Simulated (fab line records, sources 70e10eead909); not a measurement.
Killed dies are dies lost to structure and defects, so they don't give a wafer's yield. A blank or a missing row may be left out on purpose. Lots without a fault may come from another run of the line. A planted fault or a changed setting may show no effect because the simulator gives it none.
fab line records | flow nand_harc
record lots=5 wafers=15 last_day=25
route steps=1159 shown THIN_TSV@1140
lots that met no fault: from a run of the same line without faults
start_h: hours from the record's first day to the start of the lot's first wafer shown | wait_h: hours since the lot's step before | " the same as in the row above | L1.1+2: a row that stands for several wafers | - no value, or no start given | * or withheld: withheld | < > ~ a bound
route shown NAME@n: a module of which the file shows steps, and the number in the route of the first | usual: mean/standard deviation of fault-free wafers | same: alike in all rows | chamber/n: place in a boat | sites: the reading at each site | _std_site: their standard deviation | _edge_site: outer sites' mean less inner sites' | radius_mm: how far each site lies from the wafer's centre | mask NAME#n: copy n | behind: the tool/chamber that last shaped the wafer | hold: why the lot was held/for how many hours/how that ended | device: the transistor (n, p or np) that didn't switch | end of line: the same wafers' tests at the end of the route | a step without rows: its recipe alone | killed: dies lost to structure and defects at the first sort, not the wafer's yield | map: a wafer's dies, x killed, . not, _ none there
set.NAME: the setting as run; set.NAME@STEP: as run at that earlier step | model.NAME: the simulator's own value behind a step, which no gauge read
lots at some steps of the route; a table a step, a row a wafer
services: from which hour (start_h, from the record's first day; less than 0 if before it) a tool's chamber was out of use, for how many hours, and why
## steps
# step NHARC_THIN_TSV_DEHYDRATE_25
# recipe temp_c=150 time_s=120
# step NHARC_THIN_TSV_HMDS_26
# recipe time_s=30
# step NHARC_THIN_TSV_COAT_27
# recipe spin_rpm=*
# step NHARC_THIN_TSV_SOFTBAKE_28
# recipe temp_c=122 time_s=95
# step NHARC_THIN_TSV_EBR_29
# step NHARC_THIN_TSV_EXPOSE_30
# recipe na=0.55 dose_mj=11.47 mask_id=PAD
# step NHARC_THIN_TSV_PEB_31
# recipe peb_temp_c=118 peb_time_s=85
# step NHARC_THIN_TSV_DEVELOP_32
# recipe time_s=70
# step NHARC_THIN_TSV_CD_MEAS_33
# recipe target_cd_nm=5000 landing_energy_ev=500
# usual cd_nm=5000.0/1.5
# columns lot.wafer tool chamber start_h wait_h cd_nm
L786.3 cd_sem-02 0 431.18 - 5000.4
L786.4 " 0 " " 5001.7
L786.5 " 0 " " 4999.7
L790.1 cd_sem-01 0 472.81 - 5002.2
L790.3 " 0 " " 4998.9
L790.5 " 0 " " 4999.2
L796.2 cd_sem-02 0 508.40 - 4999.1
L796.3 " 0 " " 5000.9
L796.4 " 0 " " 4999.9
L800.1 cd_sem-02 0 527.04 - 4999.6
L800.2 " 0 " " 4999.7
L800.5 " 0 " " 4999.6
L806.1 cd_sem-03 0 575.67 - 4999.3
L806.3 " 0 " " 4999.8
L806.6 " 0 " " 5001.5
# step NHARC_THIN_TSV_HARDBAKE_34
# recipe temp_c=125 time_s=80
# step NHARC_THIN_TSV_DESCUM_35
# recipe time_s=3 o2_flow_sccm=200 ar_flow_sccm=0 bias_power_w=0 chemistry=O2
# usual drypump_motor_current_A=5.8/0.55 mfc_ar_sccm=0.009/0.013 oes_product_au=0.999/0.007 rf_vpp_V=57.8/0.94 showerhead_plenum_p_Torr=1.93/0.096 throttle_valve_pct=11.310/0.009
# same time_s=3
# columns lot.wafer tool chamber start_h wait_h drypump_motor_current_A mfc_ar_sccm oes_product_au rf_hours_counter_h rf_vpp_V showerhead_plenum_p_Torr throttle_valve_pct
L786.3 rie_diel-02 0 431.34 - 5.9 0 0.986 8 56.9 1.82 11.324
L786.5 " 0 " " 5.9 0 0.984 - 56.5 1.82 11.312
L786.4 " 1 " " 6.0 0 1.005 - 57.4 2.02 11.308
L790.1 rie_diel-12 1 472.97 - 6.6 0 0.999 10 56.6 2.05 11.304
L790.3 " 0 " " 6.7 0.023 1.010 11 60.4 2.03 11.305
L790.5 " 2 " " 5.0 0 1.005 - 57.0 2.01 11.316
L796.2 rie_diel-06 3 508.56 - 5.9 0.027 0.995 5 57.0 1.83 11.309
L796.3 " 0 " " 5.2 0 0.993 5 57.1 1.82 11.313
L796.4 " 1 " " 5.6 0.008 1.006 5 56.7 1.83 11.309
L800.2 rie_diel-02 2 527.20 - 6.0 0 1.002 1 57.8 1.82 11.290
L800.1 " 3 " " 5.9 0.003 1.010 1 58.0 1.95 11.325
L800.5 " 3 " " 5.9 0.003 1.014 - 56.4 1.95 11.318
L806.3 rie_diel-06 3 575.85 - 5.9 0.027 1.009 9 57.6 1.83 11.310
L806.1 " 0 " " 5.2 0 0.995 9 57.4 1.82 11.307
L806.6 " 1 " " 5.6 0.008 1.008 - 57.5 1.82 11.302
# step NHARC_THIN_TSV_ETCH_59
# recipe target_depth_a=8800 icp_w=900 bias_w=100 Cl2_flow_sccm=60 bcl3_flow_sccm=30 time_s=138.1 chemistry=Cl2/BCl3
# usual drypump_motor_current_A=5.6/0.43 oes_product_au=1.004/0.0079 throttle_valve_pct=22.265/0.0087
# same time_s=138.1
# columns lot.wafer tool chamber start_h wait_h drypump_motor_current_A oes_product_au rf_hours_counter_h throttle_valve_pct
L786.4 rie_metal-03 1 431.56 0.1 5.2 1.017 - 22.266
L786.3 " 0 " " 5.4 1.008 - 22.266
L786.5 " 1 " " 5.2 1.020 - 22.266
L790.1 rie_metal-01 1 473.14 0.2 6.0 1.003 3.7 22.272
L790.3 " 0 " " 5.9 0.997 - 22.272
L790.5 " 1 " " 6.0 1.011 - 22.258
L796.2 rie_metal-01 1 508.68 0.1 6.0 1.015 5.1 22.274
L796.3 " 1 " " 6.0 0.998 - 22.261
L796.4 " 0 " " 6.0 0.989 - 22.260
L800.2 rie_metal-03 1 527.33 0.1 5.2 1.010 1.6 22.272
L800.1 " 0 " " 5.4 1.005 1.6 22.267
L800.5 " 1 " " 5.2 1.011 - 22.260
L806.1 rie_metal-03 1 575.95 0.1 5.2 1.006 3.1 22.251
L806.3 " 1 " " 5.2 1.015 - 22.273
L806.6 " 0 " " 5.4 1.010 - 22.263
# step NHARC_THIN_TSV_ETCH_36
# recipe target_depth_a=650 over_etch_frac=0.3 time_s=18.571 ion_energy_ev=150 chemistry=Cl2/BCl3
# usual drypump_motor_current_A=5.6/0.43 oes_product_au=1.004/0.0072
# same time_s=18.571
# columns lot.wafer tool chamber start_h wait_h drypump_motor_current_A oes_product_au rf_hours_counter_h
L786.3 rie_metal-03 0 431.76 0.1 5.4 1.006 -
L786.4 " 1 " " 5.2 1.014 -
L786.5 " 1 " " 5.1 1.016 -
L790.1 rie_metal-01 0 473.36 0.2 6.0 1.005 3.8
L790.3 " 0 " " 6.0 1.005 -
L790.5 " 0 " " 6.0 1.000 -
L796.2 rie_metal-01 1 508.94 0.2 6.0 0.823 5.2
L796.4 " 0 " " 6.0 0.997 -
L796.3 " 1 " " 6.1 0.827 -
L800.1 rie_metal-03 0 527.59 0.2 5.3 1.007 1.8
L800.2 " 1 " " 5.2 1.009 1.8
L800.5 " 1 " " 5.1 1.008 -
L806.1 rie_metal-03 0 576.21 0.2 5.3 1.011 3.2
L806.3 " 0 " " 5.4 1.006 -
L806.6 " 1 " " 5.2 1.011 -
# step NHARC_THIN_TSV_STRIP_56
# recipe power_w=1500 temp_c=250 chemistry=O2
# usual drypump_motor_current_A=5.4/0.35 heater_power_w=323/31 temp_c=249.99/0.17
# columns lot.wafer tool chamber start_h wait_h drypump_motor_current_A heater_power_w rf_hours_counter_h temp_c
L786.3 plasma_asher-02 1 431.94 0.2 5.8 335 - 249.95
L786.4 " 0 " " 5.8 339 - 250.07
L786.5 " 0 " " 5.8 350 - 250.18
L790.1 plasma_asher-01 0 473.46 0.1 5.0 332 3 250.09
L790.3 " 1 " " 5.2 273 - 249.97
L790.5 " 1 " " 5.2 273 - 249.89
L796.2 plasma_asher-01 0 509.18 0.2 5.0 352 17 249.91
L796.4 " 1 " " 5.2 270 - 249.90
L796.3 " 0 " " 5.0 352 - 249.81
L800.1 plasma_asher-02 0 527.68 0.1 5.8 340 52 249.93
L800.2 " 1 " " 5.8 333 52 249.97
L800.5 " 1 " " 5.8 330 - 250.10
L806.1 plasma_asher-02 0 576.35 0.1 5.8 342 11 249.76
L806.3 " 0 " " 5.8 341 - 250.03
L806.6 " 1 " " 5.8 340 - 249.56
## services
# columns tool chamber start_h hours kind
rie_diel-02 3 409.61 30.2 repair
rie_diel-06 - 418.32 9.0 pm
rie_metal-03 - 453.00 9.0 pm
rie_metal-03 0 453.00 9.0 vent_cycle
rie_metal-03 1 453.00 9.0 vent_cycle
plasma_asher-01 - 453.71 9.0 pm
rie_metal-03 0 462.00 - clean
rie_metal-03 1 462.00 - clean
rie_diel-06 0 477.84 6.1 repair
rie_diel-12 0 488.47 15.5 repair
rie_metal-03 0 497.74 2.0 repair
rie_diel-02 - 504.78 9.0 pm
rie_metal-01 - 509.00 9.0 pm
rie_metal-01 0 509.00 9.0 vent_cycle
rie_metal-01 1 509.00 9.0 vent_cycle
rie_diel-06 1 512.58 4.6 repair
rie_metal-01 0 518.00 - clean
rie_metal-01 1 518.00 - clean
rie_diel-12 3 533.44 8.5 repair
rie_metal-01 1 537.13 8.3 repair
plasma_asher-02 - 537.17 9.0 pm
plasma_asher-02 0 537.17 9.0 vent_cycle
rie_diel-12 - 556.40 9.0 pm
rie_metal-01 - 570.28 0.5 repair
## key
first_sign step=NHARC_THIN_TSV_ETCH_36 reading=oes_product_au direction=down sigmas=25 usual=1.004 struck=0.825
effect none on later readings
met_at NHARC_THIN_TSV_ETCH_36
struck_wafers L796.2,L796.3
later_rows_left_out L796.2,L796.3
sort_left_out L796.2,L796.3
fault kind=process_parameter_drift tool=rie_metal-01 chamber=1 onset_h=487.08 steps=NHARC_THIN_TSV_ETCH_36 channel=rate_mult offset=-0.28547 shape=step
# sort_left_out: the simulated sort isn't trusted on such a fault, so these wafers' sort isn't shown, and their yield isn't known
# later_rows_left_out: the simulator's readings of these wafers behind a module that went badly wrong aren't trusted and aren't shown, but for the sort
